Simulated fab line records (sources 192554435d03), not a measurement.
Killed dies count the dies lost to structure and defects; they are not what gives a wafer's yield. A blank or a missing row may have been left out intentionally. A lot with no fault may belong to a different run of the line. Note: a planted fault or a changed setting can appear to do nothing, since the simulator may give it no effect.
Comparing a struck lot with a sound one -- flow n5Finfet -- 15 steps out of a route of 1938
Sound: the wafers L422.3, L422.5, L422.6. Struck: wafer L417.6 (L417.1, L417.2, from the same lot, were not struck and are left out); the cause is given at the end.
Order at every step that has rows: each side's tool, ch and its chambers, its first start. Under that, the readings that differ: sound wafers -- struck wafers -- difference of the means -- sigmas: that difference in standard deviations of wafers without a fault.
alike: readings with means less than 2 such deviations apart, plus words and numbers identical on both sides. not compared: withheld readings, readings lacking a value on some wafer, bounds such as >300 that could conceal the same value, and numbers that have no deviation in the record and whose values overlap.
Wherever a step has rows on one side only, a row that says differs or no value, or a row with sigmas, the two part there. Numbers that have no deviation but don't overlap get no sigmas and don't part them. A reading that every wafer of one side lacks parts them only if that side has two wafers or more.

first, 3 steps without rows for these wafers: N5_BEOL_M7_EXPOSE_08 (exposes mask M7); N5_BEOL_M7_PEB_09 (peb time 60 s); N5_BEOL_M7_DEVELOP_10 (develop time 30 s).
N5_BEOL_M7_CD_MEAS_11: target cd 38.5 nm.
  sound on cdSem-02 ch 0, day 15 12:37; struck on cdSem-03 ch 0, day 14 11:19
  alike: cdNm
N5_BEOL_M7_OVL_MEAS_12:
  sound on overlay-01 ch 0, day 15 12:39; struck on overlay-01 ch 0, day 14 11:23
  alike: M7_OVL
N5_BEOL_M7_INSPECT_13: inspects for defects (brightfield).
  sound on defectInspect-01, day 15 12:40; struck on defectInspect-01, day 14 11:24
reading,sound,struck,difference,sigmas
rawDefectCount,482 686 638,333,-269,-3
N5_BEOL_M7_DESCUM_16: chemistry O2, time 7.9 s.
  sound on rieDiel-02 ch 0,1, day 15 12:43; struck on rieDiel-06 ch 3, day 14 11:59
  alike: drypumpMotorCurrentA, oesProductAu, rfVppV, showerheadPlenumPTorr, tempC, throttleValvePct
  not compared: rfHoursCounterH
N5_BEOL_M7_ETCH_61: etches SiARC in CF4, target depth 45.5 nm, time 75.8 s.
  sound on rieDiel-02 ch 0,1, day 15 12:44; struck on rieDiel-06 ch 3, day 14 12:02
  alike: drypumpMotorCurrentA, etchRfOnTimeS, oesProductAu, rfVppV, showerheadPlenumPTorr, throttleValvePct
  not compared: rfHoursCounterH
N5_BEOL_M7_ETCH_62: etches SOC in N2/H2, target depth 110 nm, overetch 22 nm, time 165 s.
  sound on rieDiel-02 ch 0,1, day 15 12:48; struck on rieDiel-06 ch 3, day 14 12:05
  alike: drypumpMotorCurrentA, oesProductAu, rfVppV, showerheadPlenumPTorr, tempC, throttleValvePct
  not compared: rfHoursCounterH
then, 1 step without rows for these wafers: N5_BEOL_M7_STRIP_68 (strips in N2/H2).
N5_BEOL_M7_STRIP_67: strips in CF4.
  sound on rieDiel-02 ch 0,1, day 15 12:56; struck on rieDiel-06 ch 3, day 14 12:14
  alike: chamberPressureMTorr, drypumpMotorCurrentA, oesProductAu, rfVppV, showerheadPlenumPTorr, throttleValvePct
  not compared: rfHoursCounterH
N5_BEOL_M7_HM_OPEN_17: chemistry Cl2/BCl3, target TiN, target depth 20 nm, overetch 6 nm.
  sound on rieMetal-03 ch 0,1, day 15 13:01; struck on rieMetal-01 ch 0, day 14 12:16
  alike: drypumpMotorCurrentA, heBacksideLeakSccm, oesProductAu, throttleValvePct
  not compared: rfHoursCounterH
N5_BEOL_M7_STRIP_19: strips in O2.
  sound on rieDiel-02 ch 0,1,2, day 15 13:06; struck on rieDiel-06 ch 1, day 14 12:23
reading,sound,struck,difference,sigmas
chamberPressureMTorr (mTorr),29.94 30.01 30.07,38.98,+8.97,+99 or more
oesProductAu (a.u.),0.73 0.73 0.92,0.99,+0.20,+2
  alike: drypumpMotorCurrentA, rfVppV, showerheadPlenumPTorr, tempC, throttleValvePct
  not compared: rfHoursCounterH
N5_BEOL_M7_CD_MEAS_18: pitch 80 nm, target cd 40 nm.
  sound on cdSem-02, day 15 13:10; struck on cdSem-01, day 14 12:28
  alike: cdNm
following that, these wafers have no rows for 1 step: N5_PASSIVATION_PROBE_49.

## WHERE THEY PART
At N5_BEOL_M7_INSPECT_13 first; at N5_BEOL_M7_STRIP_19 last (within this record only). Later steps at which nothing parts them and some readings are alike: N5_BEOL_M7_CD_MEAS_18.

WHY: what the simulator had put in
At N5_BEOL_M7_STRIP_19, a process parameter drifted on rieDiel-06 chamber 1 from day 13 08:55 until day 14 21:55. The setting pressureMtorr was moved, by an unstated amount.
